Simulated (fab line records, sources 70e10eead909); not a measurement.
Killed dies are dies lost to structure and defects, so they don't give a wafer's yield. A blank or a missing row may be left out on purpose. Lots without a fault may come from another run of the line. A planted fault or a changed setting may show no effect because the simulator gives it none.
Chamber matching | flow nand_harc | NHARC_P_CONTACT_CMP_24 on cmp-03: 4 sister chambers
The step polishes, t overpolish 30 s, target thk 200 nm. 18 wafers are shown with their chamber, then 9 later ones without.

WAFERS WITH THEIR CHAMBER
wafer  | chamber | motor_current_A (A) | time_to_endpoint_s (s) | overpolish_run_s (s)
L077.1 | 2       | 12.5                | 40.3                   | 30.001
L077.2 | 1       | 12.9                | 40.3                   | 30.010
L077.3 | 0       | 11.0                | 37.8                   | 29.992
L077.4 | 3       | 13.5                | 39.0                   | 30.005
L077.5 | 1       | 12.7                | 38.0                   | 30.003
L077.6 | 0       | 11.0                | 36.3                   | 29.999
L081.2 | 2       | 12.1                | 40.8                   | 30.016
L081.3 | 3       | 12.8                | 43.6                   | 30.001
L081.4 | 1       | 12.4                | 40.5                   | 30.015
L082.1 | 2       | 12.6                | 43.3                   | 30.006
L082.4 | 3       | 13.1                | 39.9                   | 30.004
L082.6 | 0       | 11.1                | 39.6                   | 29.981
L084.1 | 1       | 12.5                | 39.5                   | 29.987
L084.2 | 0       | 10.9                | 36.3                   | 29.989
L084.3 | 2       | 12.3                | 39.1                   | 29.989
L086.1 | 3       | 12.9                | 38.1                   | 29.988
L086.3 | 0       | 11.4                | 36.6                   | 29.992
L086.4 | 1       | 12.7                | 39.3                   | 29.996

SIGNATURES (means of the wafers above)
reading            | chamber 0 | chamber 1 | chamber 2 | chamber 3 | scatter within a chamber
motor_current_A    | 11.080    | 12.640    | 12.375    | 13.075    | 0.229
time_to_endpoint_s | 37.320    | 39.520    | 40.875    | 40.150    | 1.67
overpolish_run_s   | 29.99060  | 30.00220  | 30.00300  | 29.99950  | 0.00936
Rule: a wafer's distance from a chamber is the root of the sum, over the readings, of the square of ((its reading less the chamber's mean) divided by the reading's scatter). The wafer belongs to the nearest chamber; if the next one is less than 2 further off, it can't be placed. The scatter: the root of (the sum of the squares of (reading less its chamber's mean) over the shown wafers, divided by (wafers less chambers)).

WAFERS WITHOUT THEIR CHAMBER
wafer  | motor_current_A (A) | time_to_endpoint_s (s) | overpolish_run_s (s)
L090.1 | 12.0                | 36.1                   | 30.007
L090.4 | 13.4                | 37.1                   | 29.994
L090.5 | 12.4                | 39.1                   | 29.980
L088.1 | 12.3                | 41.8                   | 30.002
L088.2 | 11.7                | 42.1                   | 30.004
L088.3 | 13.6                | 43.3                   | 29.980
L094.1 | 12.7                | 40.1                   | 29.999
L094.2 | 13.0                | 43.5                   | 30.005
L094.4 | 12.4                | 41.7                   | 29.991

WHICH CHAMBER EACH WENT THROUGH
wafer  | from the rows above          | in truth
L090.1 | can't be placed: 2 or 1 or 0 | 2
L090.4 | can't be placed: 3 or 1      | 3
L090.5 | can't be placed: 1 or 2 or 3 | 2
L088.1 | can't be placed: 2 or 1      | 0
L088.2 | can't be placed: 2 or 0 or 1 | 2
L088.3 | can't be placed: 3 or 1      | 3
L094.1 | can't be placed: 1 or 2 or 3 | 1
L094.2 | can't be placed: 3 or 1 or 2 | 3
L094.4 | can't be placed: 2 or 1 or 3 | 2
Placed correctly: 0 of 9. Can't be placed from these rows: 9 (the true chamber is among the candidates in 8). Placed wrongly: 0.
